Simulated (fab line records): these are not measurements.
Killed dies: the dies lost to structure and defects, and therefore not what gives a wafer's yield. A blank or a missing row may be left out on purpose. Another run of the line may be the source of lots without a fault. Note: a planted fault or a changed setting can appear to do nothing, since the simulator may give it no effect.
Split-lot study ; flow n5_finfet ; 39 wafers read from 7 lots, route of 1938 steps

== THE SPLIT ==
At N5_HKMG_FIN_ETCH_55 (etches SOC in N2/H2, target depth 240 nm, time 300 s), the setting time_s was moved away from the recipe's 300 s on 12 of the 39 wafers read, by +17.0% to +49.4%. The other wafers ran this setting at the recipe's value.

Reading taken at the split's own step.

== THE READING ==
SiARC_of_HKMG_FIN_COAT_42.thk_nm (the simulator's own value, which no gauge read), in nm, at N5_HKMG_FIN_ETCH_55 (etches SOC in N2/H2, target depth 240 nm, time 300 s). The file gives no usual value for it. Here, 27 wafers ran the recipe; their average is 21.5 nm with a standard deviation of 0.33 nm.

wafer;tool, chamber at the split;time_s as run, s;against the recipe;SiARC_of_HKMG_FIN_COAT_42.thk_nm, nm;against lot-mates on the recipe
L074.1;rie_diel-06, 1;300;recipe;21.2;-
L074.2;rie_diel-06, 2;300;recipe;21.2;-
L074.3;rie_diel-06, 0;350.9;+17.0%;18;-3.3
L074.4;rie_diel-06, 3;300;recipe;21.6;-
L074.5;rie_diel-06, 1;350.9;+17.0%;18.8;-2.5
L074.6;rie_diel-06, 0;350.9;+17.0%;18;-3.3
L075.1;rie_diel-02, 2;300;recipe;21;-
L075.2;rie_diel-02, 1;300;recipe;21;-
L075.3;rie_diel-02, 3;300;recipe;21.4;-
L075.4;rie_diel-02, 3;300;recipe;21.2;-
L075.5;rie_diel-02, 2;300;recipe;21;-
L075.6;rie_diel-02, 1;300;recipe;21;-
L076.1;rie_diel-05, 1;448.1;+49.4%;14.8;-6.9
L076.2;rie_diel-05, 3;300;recipe;21.6;-
L076.3;rie_diel-05, 2;448.1;+49.4%;14.8;-6.9
L076.4;rie_diel-05, 0;300;recipe;22;-
L076.5;rie_diel-05, 3;300;recipe;21.4;-
L076.6;rie_diel-05, 2;448.1;+49.4%;14.8;-6.9
L077.1;rie_diel-06, 3;300;recipe;22;-
L077.2;rie_diel-06, 2;393.7;+31.2%;17.6;-3.9
L077.3;rie_diel-06, 1;393.7;+31.2%;17.4;-4.1
L077.4;rie_diel-06, 0;300;recipe;21;-
L077.5;rie_diel-06, 2;300;recipe;21.4;-
L077.6;rie_diel-06, 1;393.7;+31.2%;17.4;-4.1
L079.1;rie_diel-05, 0;300;recipe;21.8;-
L079.2;rie_diel-05, 2;300;recipe;21.6;-
L079.3;rie_diel-05, 1;300;recipe;21.6;-
L079.4;rie_diel-05, 3;300;recipe;21.4;-
L079.5;rie_diel-05, 3;300;recipe;21.4;-
L079.6;rie_diel-05, 2;300;recipe;21.6;-
L089.1;rie_diel-05, 0;358.3;+19.4%;19.6;-2.1
L089.2;rie_diel-05, 1;358.3;+19.4%;18.8;-2.9
L089.3;rie_diel-05, 2;358.3;+19.4%;18.8;-2.9
L089.4;rie_diel-05, 3;300;recipe;21.4;-
L089.5;rie_diel-05, 0;300;recipe;22;-
L089.6;rie_diel-05, 3;300;recipe;21.6;-
L095.1;rie_diel-05, 2;300;recipe;21.6;-
L095.5;rie_diel-05, 1;300;recipe;21.4;-
L095.6;rie_diel-05, 0;300;recipe;22.2;-

THE FIT
A straight line over all 39 wafers: SiARC_of_HKMG_FIN_COAT_42.thk_nm changes by -0.135 nm for each +1% of time_s; r = -0.98; the points scatter about the line by 0.42 nm.
The same after taking each lot's own level away (the mean of its wafers on the recipe; 39 wafers): -0.138 nm for each +1%; r = -0.99; scatter 0.34 nm.
That fit puts the effect of the largest move of time_s on the reading at 6.8 nm.
Measured against the standard deviation above, the lots' own levels, which go from 21.10 to 21.73 nm, span 1.9 times it.
Consequently the slope shifts little with the lot-to-lot level, the two slopes agreeing.
Check: -6.84 nm against its lot-mates is what the line predicts for one of the wafers moved furthest among these (+49.4%) when that wafer is left out of the fit. Against them it came out at -6.87 nm.

== THESE WAFERS: OTHER SPLITS ==
These wafers also went through other splits before the reading. Each is held against what the fit with the lots' levels taken away leaves over:
other split on the same wafers;wafers away from the commonest value;r with SiARC_of_HKMG_FIN_COAT_42.thk_nm (lot level and that fit taken away)
N5_DUMMY_GATE_DESCUM_20 time_s;15;+0.09

== THE WHOLE CHAIN: every reading that the file lists as answering this split, in the file's order ==
step;what it does;reading;change (the file's fit);r (the file's)
N5_HKMG_FIN_ETCH_55;etches SOC in N2/H2, target depth 240 nm, time 300 s;etch.depth_nm (the simulator's own value, which no gauge read);+2.46 nm for each +1% of the setting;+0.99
N5_HKMG_FIN_ETCH_55;etches SOC in N2/H2, target depth 240 nm, time 300 s;HKMG_FIN.feature_depth_nm (the simulator's own value, which no gauge read);+2.46 nm for each +1% of the setting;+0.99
N5_HKMG_FIN_ETCH_55;etches SOC in N2/H2, target depth 240 nm, time 300 s;SiARC_of_HKMG_FIN_COAT_42.thk_nm (the simulator's own value, which no gauge read);-0.139 nm for each +1% of the setting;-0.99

== THE FILE'S OWN FIT ==
SiARC_of_HKMG_FIN_COAT_42.thk_nm changes by -0.139 nm for each +1% of time_s, r = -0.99.
